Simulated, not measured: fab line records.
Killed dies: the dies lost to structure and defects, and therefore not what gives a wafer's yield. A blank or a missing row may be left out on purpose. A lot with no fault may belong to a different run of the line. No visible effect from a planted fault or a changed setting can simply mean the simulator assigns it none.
Chamber matching || flow n5_finfet || N5_BEOL_M3_ALD_98 on ald_sin-04: 4 sister chambers
The step deposits SiO2, target thk 2.5 nm, pulse time 1 s, co reactant pulse time 1 s. 4 wafers are shown with their chamber, then 7 later ones without.

EACH WAFER AND ITS CHAMBER
{"wafer": "L080.2", "chamber": 1, "heater_power_w (W)": 69}
{"wafer": "L081.2", "chamber": 2, "heater_power_w (W)": 86}
{"wafer": "L084.3", "chamber": 0, "heater_power_w (W)": 81}
{"wafer": "L084.5", "chamber": 3, "heater_power_w (W)": 73}

WAFERS MISSING THEIR CHAMBER
{"wafer": "L084.6", "heater_power_w (W)": 82}
{"wafer": "L086.2", "heater_power_w (W)": 82}
{"wafer": "L086.3", "heater_power_w (W)": 86}
{"wafer": "L086.5", "heater_power_w (W)": 70}
{"wafer": "L092.3", "heater_power_w (W)": 88}
{"wafer": "L092.4", "heater_power_w (W)": 73}
{"wafer": "L092.5", "heater_power_w (W)": 82}

WHICH CHAMBER EACH ONE RAN IN
{"wafer": "L084.6", "from the rows above": 0, "in truth": 0}
{"wafer": "L086.2", "from the rows above": 0, "in truth": 0}
{"wafer": "L086.3", "from the rows above": 2, "in truth": 2}
{"wafer": "L086.5", "from the rows above": "can't be placed: 1 or 3", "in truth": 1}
{"wafer": "L092.3", "from the rows above": 2, "in truth": 2}
{"wafer": "L092.4", "from the rows above": 3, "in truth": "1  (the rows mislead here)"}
{"wafer": "L092.5", "from the rows above": 0, "in truth": 0}
5 of 7 placed correctly. Not placeable from these rows: 1 (in 1, the candidates include the true chamber). 1 placed wrongly.
How it was worked out, from the rows above alone: a wafer's distance from a chamber is the root of the sum, over the readings, of the square of ((its reading less the chamber's mean) divided by the reading's scatter). The wafer belongs to the nearest chamber; if the next one is less than 2 further off, it can't be placed. Each chamber's mean is taken over the wafers shown for it. The scatter: root of mean squared gap, hidden wafer to nearest shown wafer, with one shown wafer a chamber.
